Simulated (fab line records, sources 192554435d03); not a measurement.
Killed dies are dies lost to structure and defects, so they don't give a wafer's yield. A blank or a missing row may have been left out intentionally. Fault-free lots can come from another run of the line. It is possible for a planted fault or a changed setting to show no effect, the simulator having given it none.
Struck lot and sound lot, side by side | flow n5Finfet | 36 out of 1938 route steps
Sound: these wafers, L588.2, L588.4, L588.5. Wafers struck: L591.2, L591.3, L591.4. The cause is given at the end.
At each step with rows: each side's tool, then ch and its chambers, then its first start. Under that, the readings that differ: sound wafers | struck wafers | difference of the means | sigmas: that difference in standard deviations of wafers without a fault.
alike: readings with means less than 2 such deviations apart, plus words and numbers identical on both sides. not compared: withheld readings, readings lacking a value on some wafer, bounds such as >300 that could conceal the same value, and numbers that have no deviation in the record and whose values overlap.
A row with sigmas, a row that says differs or no value, or rows on one side alone: a step with any of these is where the two part. Non-overlapping numbers with no deviation appear without sigmas and do not part them. A reading that every wafer of one side lacks parts them only if that side has two wafers or more.

first, 9 steps without rows for these wafers: N5_BEOL_M10_ALD_74 (deposits TaN, target thk 2 nm, pulse time 2 s, purge time 3 s); N5_BEOL_M10_SURFACE_TREAT_76; N5_BEOL_M10_CVD_75 (deposits Co from CCTBA/H2, target thk 2 nm, time 138.9 s); N5_BEOL_M10_SPUTTER_48 (material Cu, target thk 12 nm, time 2 s); N5_BEOL_M10_ECD_50 (material Cu, target thk 318 nm); N5_BEOL_M10_ANNEAL_51 (time 90 s); N5_BEOL_M10_CMP_52 (polishes, stops on SiCOH lowk, t overpolish 7 s, target thk 140 nm); N5_BEOL_M10_PRE_CLEAN_55 (time 15 s); N5_BEOL_M10_DEP_56 (deposits SiCN from 3MS/NH3, target thk 15 nm, time 26.5 s).
N5_BEOL_M11_ILD_DEP_00: deposits SiCOH lowk from DEMS/porogen, target thk 308.51 nm, time 58 s.
  sound on pecvd-04 ch 0,1, day 14 14:41; struck on pecvd-01 ch 0,2, day 15 11:38
reading                                            | sound                | struck               | difference | sigmas
showerheadVppV (V)                                 | 1555 1527 1254       | 1272 1251 1272       | -180       | -2
susceptorTempC (C)                                 | 300.16 300.00 299.73 | 296.70 296.14 296.35 | -3.57      | -20
model.SiCOH_lowk_of_BEOL_M11_ILD_DEP_00.thkNm (nm) | 296.2 305.4 310.4    | 315.6 312.6 316.8    | +11.0      | 
  alike: heaterPowerW, rfFwdPowerW, showerheadPlenumPTorr, throttleValvePct
then, 24 steps without rows for these wafers: N5_BEOL_M11_CURE_71 (cures SiCOH lowk, time 240 s); N5_BEOL_M11_PECVD_70 (deposits SiO2 from TEOS/O2, target thk 20 nm, time 22.7 s); N5_BEOL_M11_HM_DEP_02 (deposits TiN, target thk 20 nm); N5_BEOL_M11_COAT_59 (time 60 s, resist thk 100 nm); N5_BEOL_M11_COAT_60 (time 60 s, resist thk 30 nm); N5_BEOL_M11_COAT_05 (resist thk 90 nm); N5_BEOL_M11_EBR_07; N5_BEOL_M11_SOFTBAKE_06 (time 60 s); N5_BEOL_M11_EXPOSE_08 (exposes mask M11); N5_BEOL_M11_PEB_09 (peb time 60 s); N5_BEOL_M11_DEVELOP_10 (develop time 30 s); N5_BEOL_M11_DESCUM_16 (chemistry O2, time 7.9 s); N5_BEOL_M11_ETCH_61 (etches SiARC in CF4, target depth 39 nm, time 65 s); N5_BEOL_M11_ETCH_62 (etches SOC in N2/H2, target depth 110 nm, overetch 22 nm, time 165 s); N5_BEOL_M11_STRIP_68 (strips in N2/H2); N5_BEOL_M11_STRIP_67 (strips in CF4); N5_BEOL_M11_HM_OPEN_17 (chemistry Cl2/BCl3, target TiN, target depth 20 nm, overetch 6 nm); N5_BEOL_M11_STRIP_19 (strips in O2); N5_BEOL_M11_COAT_63 (time 60 s, resist thk 100 nm); N5_BEOL_M11_COAT_64 (time 60 s, resist thk 30 nm); N5_BEOL_M11_COAT_22 (resist thk 90 nm); N5_BEOL_M11_EBR_24; N5_BEOL_M11_SOFTBAKE_23 (time 60 s); N5_BEOL_M11_EXPOSE_25 (exposes mask V10).
N5_BEOL_M11_CMP_52: polishes, stops on SiCOH lowk, t overpolish 7 s, target thk 140 nm.
  sound on cmp-03 ch 0,2,3, day 15 02:14; struck on cmp-01 ch 0,2,3, day 15 19:01
reading                                            | sound             | struck            | difference | sigmas
model.SiCOH_lowk_of_BEOL_M11_ILD_DEP_00.thkNm (nm) | 254.2 262.2 266.6 | 271.2 268.6 272.2 | +9.7       | 
  alike: barrierFieldEndpointS, motorCurrentA, overpolishRunS, timeToEndpointS
N5_PASSIVATION_PROBE_49:
  sound on prober-02 at day 17 02:28; struck on prober-02 at day 17 13:47
  alike: defectLimitedYield, killed_at_M0_to_M3, killed_at_M4_up, killedAtContacts, killedAtFrontEnd, killedAtOther, killedDies, killedOnRim, killedOpen, killedShort, sort_bin_5_function, sort_bin_6_memory, sortNPass, sortYieldPct

## WHERE THEY PART
Within this record, at N5_BEOL_M11_ILD_DEP_00 only. Later steps at which nothing parts them and some readings are alike: N5_BEOL_M11_CMP_52, N5_PASSIVATION_PROBE_49.

WHY: what had been put in by the simulator
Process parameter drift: pecvd-01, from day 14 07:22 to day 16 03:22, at N5_BEOL_M11_ILD_DEP_00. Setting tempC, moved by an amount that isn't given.
